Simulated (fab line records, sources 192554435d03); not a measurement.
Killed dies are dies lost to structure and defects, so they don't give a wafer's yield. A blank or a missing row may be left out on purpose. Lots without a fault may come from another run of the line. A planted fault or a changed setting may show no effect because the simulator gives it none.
fab line records | flow n5_finfet | part 1 of 2: steps 1 to 4 of 6
record lots=24 wafers=72 last_day=18
route steps=1938 shown FIN_CUT@178 DUMMY_GATE@219
lots that met no fault: from a run of the same line without faults
start_h: hours from the record's first day to the start of the lot's first wafer shown | wait_h: hours since the lot's step before | " the same as in the row above | L1.1+2: a row that stands for several wafers | - no value, or no start given | * or withheld: withheld | < > ~ a bound
route shown NAME@n: a module of which the file shows steps, and the number in the route of the first | usual: mean/standard deviation of fault-free wafers | same: alike in all rows | chamber/n: place in a boat | sites: the reading at each site | _std_site: their standard deviation | _edge_site: outer sites' mean less inner sites' | radius_mm: how far each site lies from the wafer's centre | mask NAME#n: copy n | behind: the tool/chamber that last shaped the wafer | hold: why the lot was held/for how many hours/how that ended | device: the transistor (n, p or np) that didn't switch | end of line: the same wafers' tests at the end of the route | a step without rows: its recipe alone | killed: dies lost to structure and defects at the first sort, not the wafer's yield | map: a wafer's dies, x killed, . not, _ none there
set.NAME: the setting as run; set.NAME@STEP: as run at that earlier step | model.NAME: the simulator's own value behind a step, which no gauge read
steps of the route over a sample of lots; a table a step, a row a wafer
services: from which hour (start_h, from the record's first day; less than 0 if before it) a tool's chamber was out of use, for how many hours, and why
## steps
# step N5_FIN_CUT_STRIP_22
# recipe chemistry=N2/H2 power_w=500 temp_c=40 pressure_mtorr=50 rf_frequency_hz=6e+07 overash_fraction=0.3 bias_power_w=8 h2_frac=0.5 n2_flow_sccm=300 h2_flow_sccm=300
# usual drypump_motor_current_A=5.7/0.43 h2_flow_sccm=299.8/0.95 oes_product_au=0.76/0.076 rf_vpp_V=54.2/2 showerhead_plenum_p_Torr=3.41/0.09 throttle_valve_pct=19.1/0.48
# columns lot.wafer tool chamber start_h wait_h drypump_motor_current_A h2_flow_sccm oes_product_au rf_hours_counter_h rf_vpp_V showerhead_plenum_p_Torr throttle_valve_pct
L074.3 rie_diel-04 1 28.31 0.1 5.7 299.2 0.73 157 54.2 3.39 19.7
L074.4 " 0 " " 6.0 299.2 0.75 170 57.3 3.51 19.3
L074.5 " 0 " " 6.1 299.9 0.74 - 53.2 3.51 19.3
L075.3 rie_diel-04 3 33.91 0.0 5.2 299.7 0.73 158 53.3 3.51 19.2
L075.4 " 1 " " 5.8 298.9 0.71 159 51.7 3.39 19.7
L075.6 " 1 " " 5.8 298.5 0.73 - 55.7 3.38 19.7
L076.2 rie_diel-03 1 39.37 0.0 4.9 299.4 0.69 232 52.1 3.32 19.2
L076.4 " 0 " " 5.6 298.5 0.65 231 52.8 3.31 18.8
L076.5 " 1 " " 4.9 297.6 0.69 - 53.9 3.32 19.3
L077.4 rie_diel-04 0 45.97 0.1 6.0 298.3 0.74 176 52.3 3.50 19.3
L077.5 " 0 " " 6.0 299.2 0.76 - 50.7 3.50 19.3
L077.6 " 1 " " 5.8 300.0 0.71 - 57.6 3.38 19.7
L078.1 rie_diel-02 1 51.61 0.1 6.5 299.0 0.74 159 53.3 3.34 19.3
L078.2 " 2 " " 5.4 299.0 0.76 125 50.9 3.49 18.4
L078.4 " 2 " " 5.4 298.8 0.78 - 55.3 3.49 18.4
L079.1 rie_diel-04 3 57.49 0.0 5.2 300.0 0.72 165 54.9 3.51 19.2
L079.5 " 0 " " 6.1 299.5 0.72 - 53.2 3.50 19.3
L079.6 " 3 " " 5.2 300.3 0.74 - 55.9 3.51 19.2
L080.2 rie_diel-02 2 64.74 0.0 5.4 299.6 0.77 130 54.2 3.49 18.4
L080.5 " 3 " " 5.1 299.4 0.73 - 56.9 3.35 18.7
L080.6 " 2 " " 5.4 298.6 0.75 - 54.9 3.49 18.4
L081.2 rie_diel-02 1 73.88 0.3 6.5 301.1 0.73 168 51.0 3.34 19.4
L081.4 " 1 " " 6.5 300.4 0.73 - 56.5 3.34 19.4
L081.6 " 2 " " 5.4 299.4 0.75 - 58.4 3.49 18.4
L082.2 rie_diel-02 1 80.27 0.0 6.5 299.7 0.72 172 56.9 3.34 19.4
L082.3 " 0 " " 5.6 300.8 0.82 76 56.1 3.27 19.8
L082.4 " 3 " " 5.1 299.8 0.72 207 51.3 3.34 18.8
L083.1 rie_diel-04 0 83.25 0.0 6.1 299.7 0.74 190 55.8 3.50 19.3
L083.2 " 1 " " 5.8 299.9 0.72 177 53.4 3.37 19.7
L083.5 " 3 " " 5.2 300.5 0.73 - 55.1 3.50 19.2
L084.1 rie_diel-02 3 89.27 0.2 5.1 299.8 0.70 209 54.3 3.34 18.8
L084.4 " 1 " " 6.5 302.1 0.74 174 55.9 3.34 19.4
L084.5 " 1 " " 6.6 301.9 0.71 - 56.5 3.34 19.4
L085.2 rie_diel-03 0 96.31 0.0 5.6 298.6 0.65 239 54.7 3.31 18.8
L085.4 " 1 " " 4.9 299.9 0.69 240 51.4 3.32 19.3
L085.5 " 3 " " 6.0 299.2 0.80 - 53.8 3.38 19.1
L086.3 rie_diel-04 2 101.52 0.0 5.6 298.1 0.87 55 51.1 3.55 18.5
L086.4 " 2 " " 5.6 298.5 0.86 - 51.7 3.55 18.5
L086.5 " 1 " " 5.8 300.6 0.70 - 54.1 3.37 19.8
L087.2 rie_diel-03 1 105.58 0.0 4.9 299.8 0.68 244 56.0 3.31 19.3
L087.4 " 0 " " 5.6 300.4 0.65 - 55.0 3.31 18.8
L087.5 " 1 " " 4.9 298.7 0.68 - 51.4 3.31 19.3
L088.1 rie_diel-02 2 112.00 0.0 5.4 298.7 0.74 147 54.1 3.48 18.5
L088.2 " 1 " " 6.6 302.3 0.72 181 56.5 3.33 19.4
L088.3 " 0 " " 5.5 299.3 0.83 85 55.2 3.27 19.7
L089.4 rie_diel-04 0 119.00 0.1 6.1 299.2 0.71 203 55.1 3.49 19.3
L089.5 " 2 " " 5.6 300.9 0.85 - 50.8 3.55 18.6
L089.6 " 1 " " 5.8 301.1 0.70 - 52.0 3.37 19.8
L090.2 rie_diel-03 2 125.11 0.1 5.7 300.8 0.86 56 57.6 3.38 18.2
L090.3 " 1 " " 4.9 300.3 0.66 250 57.8 3.31 19.3
L090.6 " 0 " " 5.6 298.8 0.64 - 53.0 3.30 18.7
L091.1 rie_diel-04 2 130.41 0.2 5.6 301.3 0.84 68 52.6 3.54 18.5
L091.3 " 3 " " 5.2 299.2 0.69 186 52.7 3.50 19.1
L091.6 " 2 " " 5.6 298.9 0.83 - 55.6 3.54 18.6
L092.1 rie_diel-04 3 136.93 0.0 5.2 299.8 0.72 190 52.5 3.50 19.2
L092.4 " 2 " " 5.6 299.6 0.83 71 58.4 3.54 18.6
L092.5 " 1 " " 5.7 301.2 0.70 - 53.4 3.37 19.8
L093.2 rie_diel-02 0 142.44 0.0 5.6 300.4 0.80 90 50.2 3.27 19.8
L093.3 " 3 " " 5.1 299.2 0.70 221 54.6 3.33 18.8
L093.6 " 1 " " 6.5 300.1 0.71 - 50.9 3.33 19.4
L094.1 rie_diel-02 2 149.86 0.0 5.4 299.5 0.74 154 53.2 3.48 18.5
L094.4 " 3 " " 5.1 299.6 0.69 222 56.9 3.33 18.8
L094.5 " 1 " " 6.5 299.0 0.72 - 53.3 3.33 19.4
L095.1 rie_diel-04 3 153.86 0.1 5.3 298.9 0.70 193 56.6 3.49 19.2
L095.3 " 1 " " 5.8 299.2 0.68 201 53.7 3.36 19.8
L095.5 " 1 " " 5.8 299.0 0.69 - 60.1 3.36 19.8
L096.1 rie_diel-03 3 160.42 0.1 6.0 299.3 0.79 136 52.5 3.37 19.2
L096.3 " 0 " " 5.6 299.0 1.00 1 52.1 3.30 18.3
L096.6 " 0 " " 5.6 299.6 0.97 - 56.0 3.30 18.3
L097.2 rie_diel-03 0 165.40 0.1 5.6 300.7 0.95 4 56.1 3.30 18.3
L097.3 " 1 " " 4.9 302.4 0.93 10 52.0 3.31 19.0
L097.5 " 0 " " 5.6 299.2 0.98 - 52.2 3.30 18.3
# step N5_DUMMY_GATE_THK_MEAS_05
# usual thk_nm=72.6/1.3
# columns lot.wafer tool chamber start_h wait_h thk_nm
L074.3 film_metro-02 - 41.67 0.1 71.1
L074.4 " - " " 70.8
L074.5 " - " " 71.0
L075.3 film_metro-01 - 48.49 0.2 72.9
L075.4 " - " " 71.3
L075.6 " - " " 72.1
L076.2 film_metro-02 - 53.17 0.1 72.7
L076.4 " - " " 72.9
L076.5 " - " " 74.0
L077.4 film_metro-02 - 59.17 0.1 71.9
L077.5 " - " " 72.5
L077.6 " - " " 72.6
L078.1 film_metro-02 - 65.12 0.1 72.3
L078.2 " - " " 73.6
L078.4 " - " " 70.5
L079.1 film_metro-01 - 74.99 0.1 73.2
L079.5 " - " " 72.3
L079.6 " - " " 69.6
L080.2 film_metro-01 - 82.91 0.2 74.6
L080.5 " - " " 71.9
L080.6 " - " " 74.7
L081.2 film_metro-02 - 87.34 0.1 73.8
L081.4 " - " " 73.2
L081.6 " - " " 72.2
L082.2 film_metro-01 - 95.16 0.1 73.5
L082.3 " - " " 74.0
L082.4 " - " " 74.2
L083.1 film_metro-01 - 98.01 0.2 74.3
L083.2 " - " " 73.8
L083.5 " - " " 75.3
L084.1 film_metro-01 - 103.07 0.1 72.8
L084.4 " - " " 73.2
L084.5 " - " " 72.6
L085.2 film_metro-01 - 110.48 0.2 72.5
L085.4 " - " " 73.0
L085.5 " - " " 73.1
L086.3 film_metro-02 - 114.78 0.1 73.6
L086.4 " - " " 73.3
L086.5 " - " " 73.2
L087.2 film_metro-02 - 119.67 0.2 70.9
L087.4 " - " " 70.3
L087.5 " - " " 70.5
L088.1 film_metro-02 - 125.19 0.1 72.4
L088.2 " - " " 72.8
L088.3 " - " " 72.7
L089.4 film_metro-02 - 132.12 0.2 74.4
L089.5 " - " " 72.6
L089.6 " - " " 75.5
L090.2 film_metro-01 - 138.43 0.1 71.5
L090.3 " - " " 72.6
L090.6 " - " " 70.8
L091.1 film_metro-01 - 143.52 0.2 72.2
L091.3 " - " " 70.9
L091.6 " - " " 72.2
L092.1 film_metro-01 - 151.43 0.2 74.0
L092.4 " - " " 73.7
L092.5 " - " " 74.2
L093.2 film_metro-02 - 159.34 0.2 72.3
L093.3 " - " " 73.3
L093.6 " - " " 73.3
L094.1 film_metro-02 - 167.27 0.2 69.2
L094.4 " - " " 71.7
L094.5 " - " " 72.1
L095.1 film_metro-01 - 170.92 0.2 72.4
L095.3 " - " " 73.8
L095.5 " - " " 73.0
L096.1 film_metro-01 - 177.04 0.1 72.7
L096.3 " - " " 71.6
L096.6 " - " " 73.8
L097.2 film_metro-01 - 184.72 0.2 70.2
L097.3 " - " " 73.4
L097.5 " - " " 69.7
# step N5_DUMMY_GATE_CD_MEAS_50
# recipe target_cd_nm=14
# usual cd_nm=14.0/0.51
# columns lot.wafer tool chamber start_h wait_h cd_nm
L074.3 cd_sem-01 - 46.68 0.0 14.0
L074.4 " - " " 13.3
L074.5 " - " " 13.3
L075.3 cd_sem-02 - 53.52 0.0 14.8
L075.4 " - " " 14.4
L075.6 " - " " 14.3
L076.2 cd_sem-01 - 58.13 0.0 13.9
L076.4 " - " " 14.6
L076.5 " - " " 13.7
L077.4 cd_sem-02 - 66.68 0.0 14.1
L077.5 " - " " 13.0
L077.6 " - " " 13.5
L078.1 cd_sem-03 - 72.02 0.0 14.5
L078.2 " - " " 13.5
L078.4 " - " " 14.2
L079.1 cd_sem-01 - 80.39 0.0 13.4
L079.5 " - " " 13.9
L079.6 " - " " 12.9
L080.2 cd_sem-03 - 87.71 0.0 13.2
L080.5 " - " " 13.4
L080.6 " - " " 13.8
L081.2 cd_sem-01 - 92.27 0.0 14.1
L081.4 " - " " 13.5
L081.6 " - " " 13.5
L082.2 cd_sem-03 - 100.21 0.0 14.3
L082.3 " - " " 14.5
L082.4 " - " " 13.8
L083.1 cd_sem-02 - 102.93 0.0 14.3
L083.2 " - " " 14.5
L083.5 " - " " 13.1
L084.1 cd_sem-01 - 108.25 0.0 13.9
L084.4 " - " " 13.4
L084.5 " - " " 14.3
L085.2 cd_sem-03 - 115.40 0.0 12.9
L085.4 " - " " 14.7
L085.5 " - " " 12.3
L086.3 cd_sem-03 - 119.61 0.0 14.9
L086.4 " - " " 13.8
L086.5 " - " " 14.1
L087.2 cd_sem-03 - 124.47 0.0 13.8
L087.4 " - " " 13.4
L087.5 " - " " 14.2
L088.1 cd_sem-01 - 130.11 0.0 13.5
L088.2 " - " " 14.6
L088.3 " - " " 13.6
L089.4 cd_sem-03 - 137.06 0.0 14.4
L089.5 " - " " 14.3
L089.6 " - " " 14.3
L090.2 cd_sem-01 - 143.36 0.0 13.7
L090.3 " - " " 13.7
L090.6 " - " " 14.9
L091.1 cd_sem-03 - 148.44 0.0 14.0
L091.3 " - " " 14.0
L091.6 " - " " 14.3
L092.1 cd_sem-01 - 156.24 0.0 13.3
L092.4 " - " " 14.2
L092.5 " - " " 13.9
L093.2 cd_sem-03 - 164.36 0.0 14.0
L093.3 " - " " 14.3
L093.6 " - " " 14.5
L094.1 cd_sem-03 - 175.36 0.0 13.5
L094.4 " - " " 13.7
L094.5 " - " " 13.4
L095.1 cd_sem-01 - 181.53 0.0 13.9
L095.3 " - " " 13.7
L095.5 " - " " 13.9
L096.1 cd_sem-01 - 185.44 0.0 14.6
L096.3 " - " " 13.7
L096.6 " - " " 15.0
L097.2 cd_sem-02 - 189.71 0.0 14.2
L097.3 " - " " 13.4
L097.5 " - " " 13.9
# step N5_DUMMY_GATE_ETCH_31
# recipe chemistry=C4F6/O2 target=SiO2 mask_material=SOC target_depth_a=825 time_s=27.5 ion_energy_ev=250 pressure_mtorr=30 source_w=345 bias_w=185 Ar_flow_sccm=300 C4F6_flow_sccm=10 O2_flow_sccm=10
# usual bias_w=185.1/0.51 drypump_motor_current_A=5.6/0.41 oes_product_au=0.77/0.084 rf_fwd_power_W=341.9/1.3 rf_vpp_V=664/18 showerhead_plenum_p_Torr=2.89/0.084 throttle_valve_pct=21.27/0.22
# same time_s=27.5
# columns lot.wafer tool chamber start_h wait_h bias_w drypump_motor_current_A oes_product_au rf_fwd_power_W rf_hours_counter_h rf_vpp_V showerhead_plenum_p_Torr throttle_valve_pct
L074.3 rie_diel-04 0 46.73 0.0 185.2 6.1 0.72 339.9 176 643 2.94 21.24
L074.4 " 2 " " 184.3 5.6 0.90 340.6 36 667 3.06 21.26
L074.5 " 1 " " 185.1 5.8 0.73 341.8 - 668 2.87 21.65
L075.3 rie_diel-04 0 53.59 0.1 185.1 6.0 0.72 339.3 178 643 2.94 21.24
L075.4 " 1 " " 185.4 5.8 0.72 342.3 165 666 2.87 21.64
L075.6 " 3 " " 185.0 5.2 0.73 341.1 - 657 2.99 21.41
L076.2 rie_diel-04 0 58.18 0.0 185.1 6.1 0.71 340.3 180 644 2.94 21.23
L076.4 " 3 " " 185.7 5.2 0.73 341.0 166 659 2.99 21.43
L076.5 " 0 " " 185.4 6.0 0.72 340.6 - 644 2.94 21.24
L077.4 rie_diel-02 1 66.84 0.1 184.3 6.5 0.75 342.8 165 668 2.85 21.16
L077.5 " 1 " " 185.2 6.5 0.75 342.8 - 668 2.85 21.15
L077.6 " 0 " " 184.8 5.5 0.84 342.5 - 697 2.76 20.99
L078.1 rie_diel-02 1 72.07 0.0 185.9 6.5 0.74 343.2 167 670 2.85 21.16
L078.2 " 0 " " 184.9 5.5 0.83 342.7 76 698 2.76 20.98
L078.4 " 2 " " 184.6 5.4 0.75 343.6 134 679 2.97 20.92
L079.1 rie_diel-04 1 80.44 0.0 185.3 5.8 0.71 342.1 176 666 2.86 21.65
L079.5 " 3 " " 184.8 5.2 0.72 341.1 - 658 2.99 21.44
L079.6 " 2 " " 185.7 5.6 0.87 342.5 - 666 3.05 21.27
L080.2 rie_diel-02 0 87.75 0.0 184.2 5.5 0.84 341.9 78 698 2.76 20.98
L080.5 " 2 " " 185.3 5.4 0.75 339.1 - 680 2.97 20.95
L080.6 " 3 " " 185.5 5.1 0.70 339.4 - 634 2.85 21.50
L081.2 rie_diel-02 0 92.31 0.0 185.9 5.6 0.83 342.2 80 697 2.76 20.99
L081.4 " 2 " " 184.9 5.4 0.75 342.8 142 680 2.97 20.94
L081.6 " 3 " " 185.5 5.1 0.70 341.9 - 634 2.85 21.50
L082.2 rie_diel-03 0 100.39 0.2 184.4 5.6 0.67 342.2 240 685 2.81 21.23
L082.3 " 1 " " 184.8 4.9 0.68 341.2 242 664 2.81 21.51
L082.4 " 3 " " 184.4 6.0 0.80 343.5 115 637 2.86 21.24
L083.1 rie_diel-04 1 102.98 0.0 185.3 5.8 0.71 341.8 183 667 2.86 21.70
L083.2 " 0 " " 185.6 6.1 0.72 340.0 196 641 2.93 21.25
L083.5 " 0 " " 185.2 6.1 0.71 339.7 - 642 2.93 21.25
L084.1 rie_diel-03 0 108.36 0.1 185.1 5.6 0.67 341.1 243 685 2.81 21.23
L084.4 " 1 " " 185.9 4.9 0.68 344.8 - 665 2.81 21.51
L084.5 " 0 " " 185.4 5.6 0.66 340.6 - 686 2.81 21.23
L085.2 rie_diel-02 3 115.44 0.0 184.9 5.0 0.70 339.2 217 633 2.85 21.51
L085.4 " 1 " " 184.9 6.5 0.73 342.4 181 668 2.84 21.18
L085.5 " 0 " " 185.5 5.5 0.82 344.0 - 699 2.76 21.01
L086.3 rie_diel-03 1 119.65 0.0 185.2 4.9 0.68 342.0 248 665 2.81 21.52
L086.4 " 0 " " 184.6 5.6 0.66 342.1 246 684 2.81 21.21
L086.5 " 3 " " 185.5 6.0 0.80 342.4 - 637 2.86 21.25
L087.2 rie_diel-04 1 124.51 0.0 185.3 5.8 0.69 343.7 193 666 2.85 21.67
L087.4 " 1 " " 184.9 5.7 0.69 343.0 - 666 2.85 21.67
L087.5 " 2 " " 185.3 5.6 0.85 342.7 - 666 3.04 21.32
L088.1 rie_diel-04 1 130.19 0.1 186.0 5.8 0.70 343.2 195 665 2.85 21.69
L088.2 " 3 " " 184.4 5.2 0.72 341.1 186 657 2.98 21.45
L088.3 " 2 " " 185.2 5.6 0.85 343.3 68 668 3.04 21.32
L089.4 rie_diel-03 0 137.12 0.1 184.8 5.6 0.65 342.6 - 684 2.80 21.24
L089.5 " 2 " " 185.0 5.6 0.86 340.3 - 673 2.91 21.03
L089.6 " 3 " " 185.2 6.0 0.79 342.1 - 638 2.86 21.24
L090.2 rie_diel-02 1 143.40 0.0 184.9 6.5 0.74 343.4 185 668 2.84 21.20
L090.3 " 0 " " 185.4 5.6 0.82 343.7 90 697 2.76 21.01
L090.6 " 2 " " 185.5 5.4 0.74 341.5 - 680 2.97 20.96
L091.1 rie_diel-03 1 148.49 0.0 185.5 4.9 0.97 341.3 3 666 2.80 21.28
L091.3 " 2 " " 184.9 5.6 0.86 341.1 66 673 2.90 21.05
L091.6 " 1 " " 184.9 4.9 0.99 342.9 - 664 2.81 21.26
L092.1 rie_diel-04 2 156.30 0.1 185.4 5.6 0.83 343.4 75 665 3.04 21.31
L092.4 " 3 " " 185.7 5.2 0.71 341.1 194 657 2.98 21.45
L092.5 " 1 " " 184.4 5.7 0.69 341.8 - 666 2.85 21.68
L093.2 rie_diel-04 0 164.41 0.0 184.4 6.0 0.69 339.3 211 644 2.92 21.29
L093.3 " 1 " " 184.6 5.8 0.68 340.4 204 664 2.85 21.70
L093.6 " 0 " " 184.7 6.0 0.70 339.3 - 642 2.92 21.29
L094.1 rie_diel-03 2 175.41 0.0 185.7 5.7 0.84 341.2 75 673 2.90 21.06
L094.4 " 1 " " 184.4 4.9 0.95 342.7 12 665 2.80 21.27
L094.5 " 1 " " 185.8 4.9 0.95 342.5 - 666 2.80 21.26
L095.1 rie_diel-03 2 181.58 0.0 185.9 5.6 0.84 342.1 78 673 2.90 21.06
L095.3 " 1 " " 184.1 4.9 0.94 343.6 14 665 2.80 21.28
L095.5 " 3 " " 185.6 6.0 0.78 343.1 - 638 2.85 21.29
L096.1 rie_diel-02 3 185.48 0.0 185.1 5.1 0.69 339.9 230 634 2.84 21.55
L096.3 " 1 " " 185.2 6.5 0.74 340.9 197 669 2.83 21.23
L096.6 " 3 " " 185.3 5.0 0.68 339.6 - 633 2.84 21.55
L097.2 rie_diel-03 1 189.76 0.0 184.8 4.9 0.93 342.2 16 665 2.80 21.29
L097.3 " 0 " " 184.4 5.5 0.96 343.0 9 685 2.80 20.82
L097.5 " 1 " " 184.6 4.9 0.93 341.7 - 665 2.80 21.26
